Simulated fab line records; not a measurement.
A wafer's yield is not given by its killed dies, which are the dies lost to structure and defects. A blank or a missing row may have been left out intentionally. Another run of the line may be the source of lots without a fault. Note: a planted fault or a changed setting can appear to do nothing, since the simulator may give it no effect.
Matching of chambers    flow nand harc    ald hk-01 running NHARC_A_CHANNEL_FILL_D2_ALD_25: 4 sister chambers
The step deposits SiOx, target thk 60 nm, pulse time 10 s, ald cycles 600. 4 wafers are shown with their chamber, then 9 later ones without.

## EACH WAFER AND ITS CHAMBER
wafer   chamber  heater power w (W)
L083.1  1        468
L083.2  3        476
L086.2  0        515
L086.5  2        545

## WAFERS WITH NO CHAMBER GIVEN
wafer   heater power w (W)
L087.1  509
L087.4  464
L087.6  528
L089.2  449
L089.3  529
L089.5  438
L095.3  437
L095.4  523
L095.6  502

## EACH ONE'S CHAMBER
wafer   from the rows above                in truth
L087.1  can't be placed: 0 or 3 or 2 or 1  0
L087.4  can't be placed: 1 or 3            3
L087.6  can't be placed: 0 or 2            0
L089.2  can't be placed: 1 or 3            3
L089.3  can't be placed: 0 or 2            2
L089.5  can't be placed: 1 or 3            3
L095.3  can't be placed: 1 or 3            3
L095.4  can't be placed: 0 or 2            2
L095.6  can't be placed: 0 or 3 or 1 or 2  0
Placed correctly: 0 of 9. Can't be placed from these rows: 9 (the true chamber is among the candidates in 9). Placed wrongly: 0.
How it was worked out, from the rows above alone: a wafer's distance from a chamber is the root of the sum, over the readings, of the square of ((its reading less the chamber's mean) divided by the reading's scatter). If the next closest chamber is less than 2 further off than the closest, the wafer can't be placed; otherwise it belongs to the closest. The mean given for a chamber averages the wafers shown for that chamber. The scatter (one wafer shown for each chamber): square how far every hidden wafer sits from the nearest shown wafer, average those squares and take the square root.
